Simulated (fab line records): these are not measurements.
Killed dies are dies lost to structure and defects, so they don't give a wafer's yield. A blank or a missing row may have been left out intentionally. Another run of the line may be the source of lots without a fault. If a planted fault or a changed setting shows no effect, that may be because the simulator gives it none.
Which tool was responsible?	flow n5Finfet	Sampling: 14 lots, 42 wafers, 5 of 1938 route steps

WHAT EACH GAUGE READ, for each wafer
N5_DUMMY_GATE_CD_MEAS_24: the cd target is 15 nm.
lot	measured	on	cdNm (nm)
L265	day 2 21:50	cdSem-01	15.2 14.9 14.9
L266	day 3 04:19	cdSem-03	15.2 14.9 14.7
L267	day 3 12:47	cdSem-03	14.9 15.4 14.8
L268	day 3 18:19	cdSem-02	14.9 15.0 15.1
L270	day 4 06:54	cdSem-01	15.3 15.1 15.5
L273	day 4 22:16	cdSem-01	14.9 14.6 15.1
L278	day 6 07:52	cdSem-02	14.9 14.8 14.8
L282	day 7 08:04	cdSem-03	14.6 15.1 14.9
L283	day 7 10:25	cdSem-01	15.1 14.7 14.9
L284	day 7 19:31	cdSem-01	15.0 15.6 15.0
L285	day 7 23:35	cdSem-03	14.9 14.6 14.8
L286	day 8 04:29	cdSem-03	15.2 15.2 15.0
L287	day 8 11:14	cdSem-03	14.8 15.0 15.4
L288	day 8 17:49	cdSem-03	15.4 14.9 15.4

N5_BEOL_M4_RC_MEAS_101.
lot	measured	on	DIBL_P (mV/V)	IOFF_P (nA/um)	ION_P (uA/um)	SS_P (mV/dec)	VT_P (mV)
L265	day 9 06:28	prober-01	32.1 36.9 35.6	0.181 0.263 0.238	459 463 465	73.0 73.6 74.2	-252.0 -247.5 -249.4
L266	day 9 10:19	prober-01	38.4 36.0 37.3	0.220 0.183 0.201	464 466 463	73.1 73.3 73.2	-247.6 -254.1 -251.3
L267	day 10 06:00	prober-02	34.8 36.9 37.1	0.180 0.217 0.213	453 459 462	72.3 73.5 73.3	-248.9 -248.0 -248.4
L268	day 9 12:20	prober-01	35.6 34.6 34.0	0.205 0.180 0.169	461 455 454	73.3 73.7 73.6	-249.8 -252.2 -253.3
L270	day 10 07:53	prober-01	35.1 38.1 34.8	0.200 0.241 0.192	467 465 462	72.2 73.4 72.0	-251.3 -246.9 -251.6
L273	day 11 01:58	prober-01	39.1 40.0 37.9	0.239 0.259 0.216	470 466 460	74.5 73.4 73.3	-248.6 -246.6 -248.6
L278	day 12 11:01	prober-01	28.2 24.1 26.8	0.068 0.050 0.061	372 371 373	72.2 70.6 72.0	-275.0 -277.4 -274.8
L282	day 14 01:54	prober-01	28.5 27.0 29.6	0.058 0.053 0.063	369 370 377	72.7 71.6 72.3	-277.6 -277.9 -276.7
L283	day 13 18:05	prober-02	37.6 35.8 35.3	0.251 0.227 0.210	470 469 462	73.5 73.2 73.4	-247.7 -247.3 -249.9
L284	day 13 23:07	prober-02	36.0 35.4 34.7	0.192 0.187 0.168	465 459 456	72.3 72.1 72.4	-251.0 -251.1 -252.2
L285	day 14 03:29	prober-02	35.7 34.3 35.9	0.211 0.188 0.224	468 465 467	73.6 73.3 73.2	-248.7 -250.2 -248.7
L286	day 14 05:38	prober-01	37.8 37.8 36.5	0.224 0.230 0.202	465 464 466	73.4 73.7 73.5	-249.6 -250.2 -252.1
L287	day 14 15:42	prober-02	38.6 37.0 35.9	0.259 0.228 0.212	477 465 467	73.5 74.1 73.8	-249.3 -249.0 -250.1
L288	day 15 06:20	prober-02	38.0 36.5 38.2	0.233 0.205 0.235	468 465 467	73.6 72.4 72.8	-249.7 -248.6 -249.1

EACH LOT AND THE TOOL THAT RAN IT (in order: tool; ch and the chambers of the sampled wafers; start)
lot	N5_DUMMY_GATE_ETCH_36	N5_DUMMY_GATE_ETCH_42	N5_SPACER0_ALD_00
L265	rieDiel-04 ch 0,1,2, day 2 21:04	rieDiel-04 ch 1,3, day 2 21:52	aldSin-02 ch 0,2, day 2 22:18
L266	rieDiel-04 ch 0,1,3, day 3 03:34	rieDiel-04 ch 1,2,3, day 3 04:22	aldSin-04 ch 1,2,3, day 3 04:47
L267	rieDiel-04 ch 0,1, day 3 12:01	rieDiel-06 ch 0,3, day 3 12:53	aldSin-02 ch 1,2, day 3 14:02
L268	rieDiel-01 ch 0,3, day 3 17:28	rieDiel-04 ch 0,1,3, day 3 18:21	aldSin-03 ch 0,1, day 3 18:54
L270	rieDiel-04 ch 0,1,2, day 4 06:08	rieDiel-01 ch 0,2,3, day 4 06:57	aldSin-03 ch 0,1,3, day 4 07:27
L273	rieDiel-04 ch 0,1,3, day 4 21:31	rieDiel-01 ch 0,1,3, day 4 22:19	aldSin-02 ch 0,2,3, day 4 23:54
L278	rieDiel-04 ch 1,2,3, day 6 07:05	rieDiel-01 ch 1,3, day 6 07:55	aldSin-04 ch 0,3, day 6 08:20
L282	rieDiel-06 ch 0,1, day 7 07:17	rieDiel-06 ch 0,1,3, day 7 08:16	aldSin-04 ch 2,3, day 7 08:44
L283	rieDiel-04 ch 1,2, day 7 09:38	rieDiel-04 ch 0,1,2, day 7 10:28	aldSin-03 ch 1,2,3, day 7 10:53
L284	rieDiel-04 ch 2,3, day 7 18:45	rieDiel-04 ch 1,3, day 7 19:34	aldSin-03 ch 0,1,3, day 7 20:00
L285	rieDiel-01 ch 0,1, day 7 22:49	rieDiel-01 ch 0,2, day 7 23:38	aldSin-03 ch 0,3, day 8 00:04
L286	rieDiel-04 ch 0,1, day 8 03:43	rieDiel-04 ch 0,1,3, day 8 04:32	aldSin-03 ch 0,3, day 8 05:08
L287	rieDiel-01 ch 1,2,3, day 8 10:13	rieDiel-06 ch 0,2,3, day 8 11:18	aldSin-02 ch 1,2,3, day 8 12:14
L288	rieDiel-06 ch 0,2, day 8 17:01	rieDiel-01 ch 0,1,3, day 8 17:51	aldSin-02 ch 0,1,3, day 8 18:17
- N5_DUMMY_GATE_ETCH_36: etches SiARC in CF4, target depth 13 nm.
- N5_DUMMY_GATE_ETCH_42: etches SiO2 in CHF3/O2, target depth 3.5 nm, time 31 s.
- N5_SPACER0_ALD_00: deposits SiOCN, target thk 3.5 nm, pulse time 3 s, purge time 2 s.

WHAT THE TOOLS THEMSELVES READ (means of the sampled wafers that have a number; where no wafer has one, the mark that the record gives instead)
N5_DUMMY_GATE_ETCH_36.
lot	tool	biasW (W)	drypumpMotorCurrentA (A)	oesProductAu (a.u.)	rfVppV (V)	showerheadPlenumPTorr (Torr)	throttleValvePct (%)
L265	rieDiel-04	36.02	5.8	0.77	184.3	2.12	15.68
L266	rieDiel-04	36.06	5.7	0.73	184.7	2.16	15.72
L267	rieDiel-04	35.93	5.6	0.73	184.0	2.10	15.70
L268	rieDiel-01	36.11	5.4	0.76	182.6	2.14	15.55
L270	rieDiel-04	36.00	5.8	0.76	183.5	2.12	15.70
L273	rieDiel-04	36.02	5.7	0.82	184.9	2.15	15.58
L278	rieDiel-04	36.01	6.0	0.83	183.7	2.17	15.59
L282	rieDiel-06	35.94	5.9	0.86	184.7	2.17	15.42
L283	rieDiel-04	35.87	6.0	0.78	184.7	2.18	15.70
L284	rieDiel-04	35.93	6.1	0.81	183.4	2.11	15.63
L285	rieDiel-01	36.01	5.9	0.84	184.6	2.17	15.44
L286	rieDiel-04	35.99	5.5	0.89	185.7	2.26	15.45
L287	rieDiel-01	35.92	5.7	0.85	183.8	2.11	15.42
L288	rieDiel-06	35.91	6.4	0.93	185.3	2.19	15.41

N5_DUMMY_GATE_ETCH_42.
lot	tool	biasW (W)	drypumpMotorCurrentA (A)	oesProductAu (a.u.)	rfVppV (V)	showerheadPlenumPTorr (Torr)	throttleValvePct (%)
L265	rieDiel-04	12.00	5.9	0.76	43.0	2.51	18.83
L266	rieDiel-04	12.01	6.0	0.77	43.0	2.45	18.86
L267	rieDiel-06	11.97	5.5	0.72	41.9	2.37	19.03
L268	rieDiel-04	11.98	5.7	0.72	42.4	2.43	18.87
L270	rieDiel-01	12.00	5.2	0.79	42.5	2.40	18.71
L273	rieDiel-01	11.99	5.8	0.81	43.1	2.44	18.66
L278	rieDiel-01	11.98	6.3	0.78	42.8	2.43	18.69
L282	rieDiel-06	12.02	5.4	0.80	42.9	2.39	18.83
L283	rieDiel-04	12.03	5.8	0.84	42.5	2.47	18.78
L284	rieDiel-04	11.99	5.9	0.82	43.1	2.49	18.77
L285	rieDiel-01	12.02	5.2	0.82	42.9	2.41	18.70
L286	rieDiel-04	11.96	5.7	0.87	42.7	2.51	18.66
L287	rieDiel-06	11.97	6.0	0.87	42.5	2.41	18.81
L288	rieDiel-01	11.99	5.8	0.87	42.6	2.42	18.58

N5_SPACER0_ALD_00.
lot	tool	heaterPowerW (W)	precursorPulseHeightRel
L265	aldSin-02	866	0.993
L266	aldSin-04	803	0.996
L267	aldSin-02	840	0.965
L268	aldSin-03	866	1.028
L270	aldSin-03	894	1.005
L273	aldSin-02	861	1.005
L278	aldSin-04	694	0.992
L282	aldSin-04	896	0.986
L283	aldSin-03	829	1.012
L284	aldSin-03	886	1.004
L285	aldSin-03	895	0.997
L286	aldSin-03	905	1.003
L287	aldSin-02	825	1.015
L288	aldSin-02	790	0.990

THE ANSWER, worked out from the rows above alone
Rule: usual is defined by the lots themselves. The widest of any qualifying gaps counts: lots, ordered by their means at a reading, are off when they make up no more than a third of the lots, leave a main group of 4 or more, and stand apart from it by 3 or more times the standard deviation of that group's means. A main group whose means are all the same, to the digits that the tables above print for the reading, isn't used. A lot without any number at a reading at which 4 lots or more have one is off too. Where the step has rows for the other lots, those lots are counted as sound. Order of review: gauges by route order, followed by the tools' own readings, for which a lot's mean as printed above is used. The first step at which some lot is off is used, and at that step the reading that is off furthest; a lot without a number counts as furthest.
Off: L278, L282, at N5_BEOL_M4_RC_MEAS_101 (ION_P). The main group: mean 464 uA/um, standard deviation 3.7.
If a tool, at a process step before that reading, ran all the lots that are off and no sound lot after the first of them, it fits. Those tools and the gauges at N5_BEOL_M4_RC_MEAS_101 are tried in the same way. One fits: N5_SPACER0_ALD_00 on aldSin-04. Its last sound lot is L266 (day 3 04:47), its first lot that is off L278 (day 6 08:20): a fault that began between those two fits.

WHAT THE SIMULATOR HAD PUT IN
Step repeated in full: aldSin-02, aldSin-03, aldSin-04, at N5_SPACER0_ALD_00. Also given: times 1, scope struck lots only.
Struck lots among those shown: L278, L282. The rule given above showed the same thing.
